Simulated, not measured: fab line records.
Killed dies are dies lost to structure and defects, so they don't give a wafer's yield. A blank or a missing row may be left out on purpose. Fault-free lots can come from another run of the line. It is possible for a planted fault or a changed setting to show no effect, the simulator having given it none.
Split-lot experiment	flow n5-finfet	7 lots, 21 wafers read, on a route of 1938 steps

## THE SPLIT ITSELF
At N5_HKMG_FIN_COAT_06 (resist thk 90 nm), the setting spin-rpm was moved away from the recipe's 1500 rpm on 6 of the 21 wafers read, by -9.5% to +10.2%. This setting was run at the recipe's value on the other wafers.

## FROM THE SPLIT TO THE READING: what the file shows between them, 4 steps
- N5_HKMG_FIN_EBR_08
- N5_HKMG_FIN_SOFTBAKE_07: time 60 s
- N5_HKMG_FIN_EXPOSE_09: exposes mask NWFM
- N5_HKMG_FIN_PEB_10: peb time 60 s

## THE READING
CAR-ArF_of_HKMG_FIN_COAT_06.thk-nm (the simulator's own value, which no gauge read), in nm, at N5_HKMG_FIN_DEVELOP_11 (develop time 30 s). There is no usual value for it anywhere in the file. Here, 15 wafers ran the recipe; their average is 88.5 nm with a standard deviation of 0.36 nm.

wafer	tool, chamber at the split	spin-rpm as run, rpm	against the recipe	CAR-ArF_of_HKMG_FIN_COAT_06.thk-nm, nm	against lot-mates on the recipe
L074.1	litho-track-04, 0	1500	recipe	88	-
L074.3	litho-track-04, 0	1618	+7.9%	85	-3.1
L074.4	litho-track-04, 0	1500	recipe	88.2	-
L079.1	litho-track-02, 0	1500	recipe	88.6	-
L079.5	litho-track-02, 0	1500	recipe	88.6	-
L079.2	litho-track-02, 0	1358	-9.5%	92.8	+4.2
L084.3	litho-track-01, 0	1500	recipe	89	-
L084.4	litho-track-01, 0	1500	recipe	89	-
L084.6	litho-track-01, 0	1500	recipe	89.4	-
L087.2	litho-track-02, 0	1500	recipe	88.4	-
L087.4	litho-track-02, 0	1500	recipe	88.6	-
L087.6	litho-track-02, 0	1500	recipe	88.6	-
L088.2	litho-track-04, 0	1653	+10.2%	84	no lot-mate on the recipe
L088.5	litho-track-04, 0	1653	+10.2%	84	no lot-mate on the recipe
L088.6	litho-track-04, 0	1653	+10.2%	84	no lot-mate on the recipe
L089.1	litho-track-04, 0	1558	+3.9%	87	-1.4
L089.2	litho-track-04, 0	1500	recipe	88.4	-
L089.6	litho-track-04, 0	1500	recipe	88.4	-
L091.3	litho-track-02, 0	1500	recipe	88.2	-
L091.6	litho-track-02, 0	1500	recipe	88.2	-
L091.4	litho-track-02, 0	1500	recipe	88.4	-

FIT RESULTS
A straight line over all 21 wafers: CAR-ArF_of_HKMG_FIN_COAT_06.thk-nm changes by -0.446 nm for each +1% of spin-rpm; r = -0.99; the points scatter about the line by 0.32 nm.
The same after taking each lot's own level away (the mean of its wafers on the recipe; 18 wafers): -0.418 nm for each +1%; r = -0.99; scatter 0.14 nm.
The reading moves by 4.3 nm for the largest change in spin-rpm, on that fit.
Across the lots, their own levels run from 88.10 to 89.13 nm, a range of 2.9 times the standard deviation given above.
The two slopes are in agreement: the lot-to-lot level therefore moves the slope only a little.
Check: +3.68 nm against its lot-mates is what the line predicts for one of the wafers moved furthest among these (-9.5%) when that wafer is left out of the fit. It came out at +4.2 nm against them.

## OTHER SPLITS APPLIED TO THESE WAFERS
These wafers also went through other splits before the reading. Each is held against what the fit with the lots' levels taken away leaves over:
other split on the same wafers	wafers away from the commonest value	r with CAR-ArF_of_HKMG_FIN_COAT_06.thk-nm (lot level and that fit taken away)
N5_ZERO_LAYER_EXPOSE_08 dose-mj	5	-0.13
N5_ZERO_LAYER_DEVELOP_10 develop-time-s	6	-0.18
N5_FIN_SAQP_PEB_14 peb-time-s	9	+0.19
N5_FIN_SAQP_MANDREL_ETCH_22 icp-w	6	+0.45
N5_FIN_CUT_COAT_19 spin-rpm	8	-0.06
N5_SD_EPI_N_EPI_21 temp-c	10	+0.07
N5_SDB_EXPOSE_08 dose-mj	11	+0.20

## THE WHOLE CHAIN: every reading that the file lists as answering this split, in the file's order
step	what it does	reading	change (the file's fit)	r (the file's)
N5_HKMG_FIN_COAT_06	resist thk 90 nm	CAR-ArF_of_HKMG_FIN_COAT_06.thk-nm (the simulator's own value, which no gauge read)	-0.431 nm for each +1% of the setting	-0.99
N5_HKMG_FIN_DEVELOP_11	develop time 30 s	CAR-ArF_of_HKMG_FIN_COAT_06.thk-nm (the simulator's own value, which no gauge read)	-0.418 nm for each +1% of the setting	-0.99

## THE FILE'S OWN FIT
CAR-ArF_of_HKMG_FIN_COAT_06.thk-nm changes by -0.418 nm for each +1% of spin-rpm, r = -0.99.
